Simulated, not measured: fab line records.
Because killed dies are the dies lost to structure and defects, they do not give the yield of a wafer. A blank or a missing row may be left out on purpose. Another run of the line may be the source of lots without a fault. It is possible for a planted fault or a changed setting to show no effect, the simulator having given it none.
Lot-split experiment -- flow n5 finfet -- route with 1938 steps; 7 lots, 39 wafers read

## THE SPLIT ITSELF
At N5_BEOL_M8_TRENCH_ETCH_37 (etches SiCOH lowk in C4F6/O2, target depth 93.478 nm, time 31.2 s), the setting time s was moved away from the recipe's 31.2 s on 12 of the 39 wafers read, by -36.1% to +44.5%. All remaining wafers had this setting at the recipe value.

## FROM THE SPLIT TO THE READING: what the file shows between them, 8 steps
- N5_BEOL_M8_ETCH_41: etches SiCN in CH3F/O2, target depth 31.9 nm, time 57.8 s
- N5_BEOL_M8_STRIP_80: strips in N2/H2, time 10 s
- N5_BEOL_M8_OCD_MEAS_38
- N5_BEOL_M8_HM_STRIP_39: strips TiN in peroxide tin strip, target depth 25 nm, time 158 s
- N5_BEOL_M8_SRD_40: time 30 s
- N5_BEOL_M8_ECD_50: material Cu, target thk 300 nm
- N5_BEOL_M8_ANNEAL_51: time 90 s
- N5_BEOL_M8_CMP_52: polishes, stops on SiCOH lowk, t overpolish 6.9 s, target thk 80 nm

## THE READING
M8_THK, in nm, at N5_BEOL_M8_THK_MEAS_53 (measures by xrf). A value of 78.4 nm with a standard deviation of 1.4 nm is what fault-free wafers of this fab line usually give.

wafer,"tool, chamber at the split","time s as run, s",against the recipe,"M8_THK, nm",against lot-mates on the recipe
L074.1,"rie diel-04, 2",19.93,-36.1%,45.9,-31.6
L074.2,"rie diel-04, 0",31.2,recipe,77.6,-
L074.3,"rie diel-04, 1",19.93,-36.1%,46.1,-31.4
L074.4,"rie diel-04, 3",31.2,recipe,78.3,-
L074.5,"rie diel-04, 3",31.2,recipe,76.7,-
L074.6,"rie diel-04, 0",19.93,-36.1%,45.1,-32.4
L080.1,"rie diel-02, 1",31.2,recipe,81.6,-
L080.2,"rie diel-02, 0",31.2,recipe,77.5,-
L080.3,"rie diel-02, 3",45.09,+44.5%,120.2,+40.5
L080.4,"rie diel-02, 2",45.09,+44.5%,119.9,+40.2
L080.5,"rie diel-02, 1",31.2,recipe,79.9,-
L080.6,"rie diel-02, 0",45.09,+44.5%,120.2,+40.5
L085.1,"rie diel-04, 2",31.2,recipe,77.6,-
L085.2,"rie diel-04, 0",31.2,recipe,78.1,-
L085.3,"rie diel-04, 3",31.2,recipe,77.5,-
L085.4,"rie diel-04, 0",31.2,recipe,77.3,-
L085.5,"rie diel-04, 2",31.2,recipe,79.1,-
L085.6,"rie diel-04, 3",31.2,recipe,76.8,-
L089.1,"rie diel-05, 3",24.46,-21.6%,59.0,-20.3
L089.2,"rie diel-05, 1",31.2,recipe,79.8,-
L089.3,"rie diel-05, 2",24.46,-21.6%,59.3,-20.0
L089.4,"rie diel-05, 0",31.2,recipe,79.0,-
L089.5,"rie diel-05, 3",24.46,-21.6%,57.6,-21.7
L089.6,"rie diel-05, 2",31.2,recipe,79.1,-
L091.1,"rie diel-04, 0",41.13,+31.8%,107.6,+28.3
L091.2,"rie diel-04, 3",31.2,recipe,79.8,-
L091.3,"rie diel-04, 2",31.2,recipe,79.7,-
L091.4,"rie diel-04, 2",41.13,+31.8%,109.5,+30.2
L091.5,"rie diel-04, 3",41.13,+31.8%,107.7,+28.4
L091.6,"rie diel-04, 0",31.2,recipe,78.3,-
L093.1,"rie diel-05, 0",31.2,recipe,80.3,-
L093.3,"rie diel-05, 2",31.2,recipe,79.2,-
L093.4,"rie diel-05, 1",31.2,recipe,78.6,-
L097.1,"rie diel-04, 1",31.2,recipe,82.9,-
L097.2,"rie diel-04, 3",31.2,recipe,77.0,-
L097.3,"rie diel-04, 2",31.2,recipe,78.6,-
L097.4,"rie diel-04, 3",31.2,recipe,77.4,-
L097.5,"rie diel-04, 2",31.2,recipe,78.3,-
L097.6,"rie diel-04, 1",31.2,recipe,82.5,-

FIT RESULTS
A straight line over all 39 wafers: M8_THK changes by +0.925 nm for each +1% of time s; r = +1.00; the points scatter about the line by 1.4 nm.
The same after taking each lot's own level away (the mean of its wafers on the recipe; 39 wafers): +0.906 nm for each +1%; r = +1.00; scatter 1.3 nm.
According to that fit, moving time s by its largest amount changes the reading by 40 nm.
Measured against the standard deviation above, the lots' own levels, which go from 77.53 to 79.67 nm, span 1.5 times it.
Hence the lot-to-lot level has little effect on the slope; both slopes agree.
Check: +40.3 nm against its lot-mates is what the line predicts for one of the wafers moved furthest among these (+44.5%) when that wafer is left out of the fit. Against them it came out at +40.5 nm.

## THE WHOLE CHAIN: every reading that the file lists as answering this split, in the file's order
step,what it does,reading,change (the file's fit),r (the file's)
N5_BEOL_M8_TRENCH_ETCH_37,"etches SiCOH lowk in C4F6/O2, target depth 93.478 nm, time 31.2 s","etch.depth nm (the simulator's own value, which no gauge read)",+0.917 nm for each +1% of the setting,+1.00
N5_BEOL_M8_TRENCH_ETCH_37,"etches SiCOH lowk in C4F6/O2, target depth 93.478 nm, time 31.2 s","BEOL_M8.feature depth nm (the simulator's own value, which no gauge read)",+0.918 nm for each +1% of the setting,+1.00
N5_BEOL_M8_TRENCH_ETCH_37,"etches SiCOH lowk in C4F6/O2, target depth 93.478 nm, time 31.2 s","TiN_of_BEOL_M8_HM_DEP_02.thk nm (the simulator's own value, which no gauge read)",-0.0256 nm for each +1% of the setting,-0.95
N5_BEOL_M8_OCD_MEAS_38,,trench depth nm,+0.92 nm for each +1% of the setting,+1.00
N5_BEOL_M8_CMP_52,"polishes, stops on SiCOH lowk, t overpolish 6.9 s, target thk 80 nm","Cu_of_BEOL_M8_ECD_50.thk nm (the simulator's own value, which no gauge read)",+0.915 nm for each +1% of the setting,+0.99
N5_BEOL_M8_THK_MEAS_53,measures by xrf,M8_THK,+0.906 for each +1% of the setting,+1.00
N5_BEOL_M8_RS_MEAS_57,measures by four-point-probe,M8_RS,"not straight: 0.565 at the lowest setting, 0.287 at the recipe, 0.178 at the highest",not given

## THE FILE'S OWN FIT
M8_THK changes by +0.906 nm for each +1% of time s, r = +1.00.
